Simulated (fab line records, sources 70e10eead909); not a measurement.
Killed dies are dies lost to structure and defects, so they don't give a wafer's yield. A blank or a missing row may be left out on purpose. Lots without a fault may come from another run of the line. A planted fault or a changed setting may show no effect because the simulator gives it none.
A struck lot beside a sound one | flow nand_harc | 15 steps out of a route of 1302
Sound: wafers L631.3, L631.4, L631.5. Struck: wafer L634.3. (L634.1, L634.4 of the same lot were not struck and are left out.) The cause comes at the end.
At each step with rows: each side's tool, then ch and its chambers, then its first start. Under that, the readings that differ: sound wafers | struck wafers | difference of the means | sigmas: that difference in standard deviations of wafers without a fault.
alike: readings whose means differ by less than 2 such deviations, and words and numbers that are the same on both sides. not compared: withheld readings, readings that some wafer has no value for, bounds like >300 that may hide the same value, and numbers for which the record gives no deviation and whose values overlap.
The two part at a step that has a row with sigmas, a row that says differs or no value, or rows on one side only. Numbers that don't overlap but have no deviation are shown without sigmas and don't part them. A reading that every wafer of one side lacks parts them only if that side has two wafers or more.

NHARC_A_BLC_INSPECT_12:
  sound on defect_inspect-01, day 22 13:37; struck on defect_inspect-02, day 23 21:19
  alike: raw_defect_count
NHARC_A_BLC_DESCUM_15: chemistry O2, time 3 s.
  sound on rie_diel-11 ch 0,1,2, day 22 13:41; struck on rie_diel-07 ch 3, day 23 21:23
  reading                | sound                | struck | difference | sigmas
  throttle_valve_pct (%) | 11.287 11.315 11.301 | 11.320 | +0.019     | +2
  alike: drypump_motor_current_A, oes_product_au, rf_vpp_V, showerhead_plenum_p_Torr
  not compared: rf_hours_counter_h
NHARC_A_BLC_ETCH_16: etches the open film in CF4, target depth 39 nm, time 65 s.
  sound on rie_diel-11 ch 0,1,3, day 22 13:46; struck on rie_diel-07 ch 2, day 23 21:28
  alike: drypump_motor_current_A, oes_product_au, rf_vpp_V, showerhead_plenum_p_Torr, throttle_valve_pct
  not compared: rf_hours_counter_h
then, 2 steps without rows for these wafers: NHARC_A_BLC_ETCH_17 (etches the open film in N2/H2, target depth 390 nm, time 609.38 s); NHARC_A_BLC_ETCH_18 (etches the open film in C4F8/O2/Ar, target depth 910 nm).
NHARC_A_BLC_CD_MEAS_19:
  sound on cd_sem-02, day 22 14:38; struck on cd_sem-02, day 23 22:20
  alike: cd_nm
NHARC_A_BLC_STRIP_29: strips in CF4.
  sound on rie_diel-12 ch 0,1,3, day 22 14:43; struck on rie_diel-07 ch 2, day 23 22:25
  alike: drypump_motor_current_A, oes_product_au, rf_vpp_V, showerhead_plenum_p_Torr, throttle_valve_pct
  not compared: rf_hours_counter_h
then, 2 steps without rows for these wafers: NHARC_A_BLC_STRIP_21 (strips in O2); NHARC_A_BLC_STRIP_22 (strips in post etch residue remover, time 600 s).
NHARC_A_BLC_DEGAS_30: time 60 s.
  sound on pvd_sputter-02, day 22 15:15; struck on pvd_sputter-03, day 23 22:56
  alike: heater_power_w
then, 2 steps without rows for these wafers: NHARC_A_BLC_PRE_CLEAN_31 (time 15 s); NHARC_A_BLC_PVD_32 (deposits Ti, target thk 5 nm, time 17.7 s).
NHARC_A_BLC_ALD_23: deposits TiN, target thk 3 nm, pulse time 1 s, ald cycles 150.
  sound on ald_metal-03 ch 0,2, day 22 15:28; struck on ald_metal-03 ch 1, day 23 23:12
  reading                    | sound             | struck | difference | sigmas
  ald_cycles                 | 150 150 150       | 74     | -76        |
  precursor_pulse_height_rel | 1.019 1.022 1.026 | 0.977  | -0.045     | -3
  alike: heater_power_outer_w, heater_power_w
NHARC_A_BLC_CVD_24: deposits W, target thk 150 nm, time 434 s.
  sound on cvd_w-01 ch 0,1; struck on cvd_w-02 ch 0
  alike: heater_power_outer_w, heater_power_w, throttle_valve_pct
NHARC_END_SORT_01:
  the record has rows for the struck wafers here (prober-01 ch 0, day 25 15:20) and none for the sound ones

WHERE THEY PART
First at NHARC_A_BLC_DESCUM_15; last, within this record, at NHARC_END_SORT_01.

WHY: what the simulator had put in
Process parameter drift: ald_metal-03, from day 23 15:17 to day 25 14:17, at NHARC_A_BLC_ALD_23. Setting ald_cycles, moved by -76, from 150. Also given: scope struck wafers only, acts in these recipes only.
